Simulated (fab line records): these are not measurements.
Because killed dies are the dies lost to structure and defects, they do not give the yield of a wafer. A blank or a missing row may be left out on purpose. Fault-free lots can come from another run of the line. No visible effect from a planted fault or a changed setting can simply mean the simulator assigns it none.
fab line records -- flow n5-finfet
[record] lots = 5, wafers = 13, last-day = 16
route steps=1938 shown DUMMY_GATE@248 SPACER0@258 SD_EPI_N@262
lots that met no fault: taken from a fault-free run of the same line
start-h: hours from the record's opening day to when the first of the lot's shown wafers began -- wait-h: hours elapsed since this lot's preceding step -- " same as the row above -- L1.1+2: a row that stands for several wafers -- - no value present, or no start provided -- * or withheld: withheld -- < > ~ a bound
route shown NAME@n: NAME is a module with steps in the file, n the number in the route of the first one -- usual: average and standard deviation across the fault-free wafers -- same: alike in all rows -- chamber/n: place in a boat -- sites: per-site readings -- _std_site: the values' standard deviation -- _edge_site: outer sites' mean less inner sites' -- radius-mm: how far each site lies from the wafer's centre -- mask NAME#n: copy n -- behind: tool/chamber where the wafer was last shaped -- hold: why the lot was held/for how many hours/how that ended -- device: the n, p or np transistor that did not switch -- end of line: tests run on the same wafers once the route is complete -- a step without rows: its recipe alone -- killed: dies lost to structure and defects at the first sort, not the wafer's yield -- map: shows each die of a wafer: x if killed, . if not, _ if none is there
set.NAME: the run value of the setting; set.NAME@STEP: its run value at that earlier step -- model.NAME: the simulator's own value behind a step, which no gauge read
a table for each step, a row for each wafer; lots at some steps of the route
services: when a tool's chamber went out of use (start-h, in hours from the record's first day, below 0 if earlier), for how many hours, and the reason
[[steps]]
[step N5_DUMMY_GATE_ETCH_44]
[recipe] chemistry = HBr/O2, over-etch-frac = 0.7, target-depth-a = 1275, stop-on = SiO2, ion-energy-ev = 60, bias-w = 20, target = poly-Si, mask-material = SiO2, pressure-mtorr = 20, icp-w = 400, HBr_flow_sccm = 120, O2_flow_sccm = 10
[step N5_DUMMY_GATE_ETCH_42]
[recipe] chemistry = CHF3/O2, target = SiO2, target-depth-a = 35, time-s = 31, ion-energy-ev = 30, bias-w = 12, pressure-mtorr = 30, source-w = 600, Ar_flow_sccm = 200, CHF3_flow_sccm = 50, O2_flow_sccm = 5
[step N5_DUMMY_GATE_STRIP_48]
[recipe] chemistry = N2/H2, time-s = 20, power-w = 100, temp-c = 40, pressure-mtorr = 100, rf-frequency-hz = 6e+07, bias-power-w = 3, n2-flow-sccm = 300, h2-flow-sccm = 300
[step N5_DUMMY_GATE_PRECLEAN_33]
[recipe] chemistry = dHF, time-s = 10, dilution = 750:1, temp-c = 25
[step N5_DUMMY_GATE_PRECLEAN_25]
[recipe] chemistry = O3/DIW, time-s = 45, temp-c = 22, o3-ppm = 10
[step N5_DUMMY_GATE_PRECLEAN_51]
[recipe] chemistry = SC2, time-s = 45, temp-c = 35, mix = 1:1:50
[step N5_DUMMY_GATE_SRD_26]
[recipe] dry = ipa-marangoni, time-s = 30, temp-c = 23, rinse-liquid = diw
[step N5_DUMMY_GATE_UV_OZONE_45]
[recipe] time-s = 120, pressure-torr = 760, temp-c = 25
[step N5_SPACER0_ALD_07]
[recipe] material = SiNx, target-thk-a = 20, temp-c = 400, ald-precursor-family = SiH2I2, ald-co-reactant = N2/H2-plasma, pressure-torr = 2
[step N5_SPACER0_ALD_00]
[recipe] material = SiOCN, target-thk-a = 35, temp-c = 400, ald-precursor-family = alkyl-aminosilane, ald-co-reactant = O2/N2-plasma, pulse-time-s = 3, purge-time-s = 2, co-reactant-purge-time-s = 2, ald-cycles = 58, pressure-torr = 2
[step N5_SPACER0_ALD_08]
[recipe] material = SiNx, target-thk-a = 20, temp-c = 400, ald-precursor-family = SiH2I2, ald-co-reactant = N2/H2-plasma, pressure-torr = 2
[usual] chamber-pressure-Torr = 2.000/0.004, heater-power-w = 804/54, susceptor-temp-C = 399.97/0.22
lot.wafer,tool,chamber,start-h,wait-h,chamber-pressure-Torr,heater-power-w,susceptor-temp-C,model.SiNx_of_SPACER0_ALD_08.thk-nm
L662.1,ald-sin-03,1,73.75,0.1,1.995,803,400.24,2
L662.3,ald-sin-03,2,73.75,0.1,2.002,855,399.92,2
L662.6,ald-sin-03,3,73.75,0.1,1.997,747,400.09,2
L664.3,ald-sin-03,3,86.59,0.1,2.009,743,399.66,2
L664.4,ald-sin-03,1,86.59,0.1,1.999,793,400.09,2
L664.6,ald-sin-03,0,86.59,0.1,2.002,769,399.88,2
L672.1,ald-sin-03,1,138.07,0.1,1.998,809,400.15,1.4
L672.2,ald-sin-03,0,138.07,0.1,1.992,765,399.78,2
L672.6,ald-sin-03,0,138.07,0.1,1.994,792,399.76,1.4
L673.1,ald-sin-03,0,139.11,0.1,2.005,780,399.75,1.4
L673.6,ald-sin-03,0,139.11,0.1,2.001,784,400.17,1.4
L674.5,ald-sin-03,3,146.15,0.1,1.995,739,399.46,2
L674.6,ald-sin-03,0,146.15,0.1,1.993,773,399.81,1.4
[step N5_SD_EPI_N_COAT_32]
[recipe] resist = SOC, temp-c = 250, time-s = 60, spin-rpm = 1500, resist-thk-nm = 350
[step N5_SD_EPI_N_COAT_33]
[recipe] resist = SiARC, temp-c = 220, time-s = 60, spin-rpm = 1500, resist-thk-nm = 35
[step N5_SD_EPI_N_COAT_03]
[recipe] resist = CAR-ArF-block, spin-rpm = 1500, resist-thk-nm = 150
[step N5_SD_EPI_N_EBR_05]
[recipe] solvent = PGMEA, ebr-width-mm = 1.5
[step N5_SD_EPI_N_SOFTBAKE_04]
[recipe] temp-c = 110, time-s = 60, resist = CAR-ArF-block
[step N5_SD_EPI_N_EXPOSE_06]
[recipe] mask-id = SD_N_BLK, na = 1.35, source-shape = conventional, sigma-outer = 0.8, polarization = unpolarized, target-cd-nm = 120, dose-mj = 39.75
[step N5_SD_EPI_N_PEB_07]
[recipe] peb-temp-c = 110, peb-time-s = 60, resist = CAR-ArF-block
[step N5_SD_EPI_N_DEVELOP_08]
[recipe] develop-time-s = 30, developer = TMAH, resist = CAR-ArF-block, dev-temp-c = 23, rinse-liquid = diw, dry = air-spin
[step N5_SD_EPI_N_DESCUM_14]
[recipe] chemistry = O2, time-s = 7.9, source-power-w = 50, bias-power-w = 20, pressure-mtorr = 20, rf-frequency-hz = 2.712e+07, temp-c = 40, resist = CAR-ArF-block, o2-flow-sccm = 225
[step N5_SD_EPI_N_ETCH_34]
[recipe] chemistry = CF4, target = SiARC, target-depth-a = 455, mask-material = CAR-ArF-block, time-s = 75.8, ion-energy-ev = 80, pressure-mtorr = 40, source-w = 545, bias-w = 36, Ar_flow_sccm = 100, cf4-flow-sccm = 100, ends = cleared
[step N5_SD_EPI_N_ETCH_35]
[recipe] chemistry = N2/H2, target = SOC, overetch-a = 1080, mask-material = SiARC, temp-c = 40, ion-energy-ev = 100, source-w = 3000, bias-w = 133, pressure-mtorr = 20, time-s = 486, n2-flow-sccm = 200, h2-flow-sccm = 200
[step N5_SD_EPI_N_STRIP_36]
[recipe] chemistry = N2/H2, temp-c = 40, n2-flow-sccm = 200, h2-flow-sccm = 200, rf-frequency-hz = 6e+07
[step N5_SD_EPI_N_ETCHBACK_44]
[recipe] chemistry = CH3F/O2, mode = anisotropic-etchback, target = SiNx, target-depth-a = 145, stop-on = SiO2, over-etch-frac = 0.3, ion-energy-ev = 120, pressure-mtorr = 30, source-w = 395, bias-w = 73, Ar_flow_sccm = 150, CH3F_flow_sccm = 30, O2_flow_sccm = 20
[step N5_SD_EPI_N_ETCH_45]
[recipe] chemistry = CH3F/O2, target = SiOCN, target-depth-a = 60, mask-material = SOC, ion-energy-ev = 60, bias-w = 29, pressure-mtorr = 15, source-w = 410, Ar_flow_sccm = 150, CH3F_flow_sccm = 30, O2_flow_sccm = 20
[step N5_SD_EPI_N_ETCH_16]
[recipe] chemistry = CHF3/O2, target = SiO2, target-depth-a = 50, mask-material = SOC, pressure-mtorr = 30, source-w = 650, bias-w = 170, Ar_flow_sccm = 200, CHF3_flow_sccm = 50, O2_flow_sccm = 5, ion-energy-ev = 200
[step N5_SD_EPI_N_STRIP_47]
[recipe] chemistry = CHF3/O2, resist = SiARC, rf-frequency-hz = 6e+07
[step N5_SD_EPI_N_SD_RECESS_17]
[recipe] chemistry = HBr/Cl2/O2, target-depth-a = 410, mask-material = SOC, time-s = 23.7, bt-time-s = 3, pressure-mtorr = 10, icp-w = 800, bias-w = 112, HBr_flow_sccm = 150, Cl2_flow_sccm = 80, O2_flow_sccm = 12
[step N5_SD_EPI_N_STRIP_38]
[recipe] chemistry = N2/H2, power-w = 1000, temp-c = 250, h2-frac = 0.65, overash-fraction = 0.3, pressure-mtorr = withheld, n2-flow-sccm = 1750, h2-flow-sccm = 3250
[step N5_SD_EPI_N_WET_ETCH_43]
[recipe] chemistry = dHF, dilution = withheld, time-s = 14, target = SiO2, target-depth-a = 15, temp-c = 25
lot.wafer,tool,chamber,start-h,wait-h,model.SiNx_of_SPACER0_ALD_08.thk-nm
L662.1+3+6,wet-bench-02,"5,6,3",75.27,-,1.6
L664.3+4,wet-bench-04,"7,6",88.08,-,1.6
L664.6,wet-bench-04,3,88.08,-,1.4
L672.1+6,wet-bench-01,"1,0",139.61,-,1
L672.2,wet-bench-01,2,139.61,-,1.6
L673.1+6,wet-bench-02,"6,5",140.60,-,1
L674.5,wet-bench-04,1,147.91,-,1.6
L674.6,wet-bench-04,5,147.91,-,1
[step N5_SD_EPI_N_STRIP_18]
[recipe] chemistry = SPM, time-s = 750, temp-c = 130, h2so4-h2o2-vol-ratio = 4
[[services]]
tool,chamber,start-h,hours,kind
ald-sin-03,-,122.29,0.3,repair
ald-sin-03,1,139.92,3.4,repair
wet-bench-02,-,142.20,4.6,repair
[[key]]
first-sign none at tools or gauges
[model-effect] step = N5_SPACER0_ALD_08, value = SiNx_of_SPACER0_ALD_08.thk-nm, without = 2, struck = 1.4
[model-effect] step = N5_SD_EPI_N_WET_ETCH_43, value = SiNx_of_SPACER0_ALD_08.thk-nm, without = 1.52, struck = 1
met-at N5_SPACER0_ALD_08
struck-wafers L672.1,L672.6,L673.1,L673.6,L674.6
tester-left-out L672,L673,L674
[baseline-loss] step = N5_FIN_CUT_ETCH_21, wafers = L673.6
onset-between 86.59 138.07
[fault] kind = process-parameter-drift, tool = ald-sin-03, chamber = -, onset-h = 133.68, steps = N5_SPACER0_ALD_08, channel = target-thk-a, offset = *, shape = step, end-h = 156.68, scope = struck-wafers-only, acts-in = *, stated = *
// tester-left-out: of these lots the tester's yield and bins aren't shown, on N5 and GAA mostly nor the transistor test; their killed dies are dies lost to structure and defects alone, not to doping, threshold or leakage, so they don't give the yield
// baseline-loss: these wafers lose ten dies or more at that step, a loss of the line's own and not of a fault; the sort's usual values leave them out
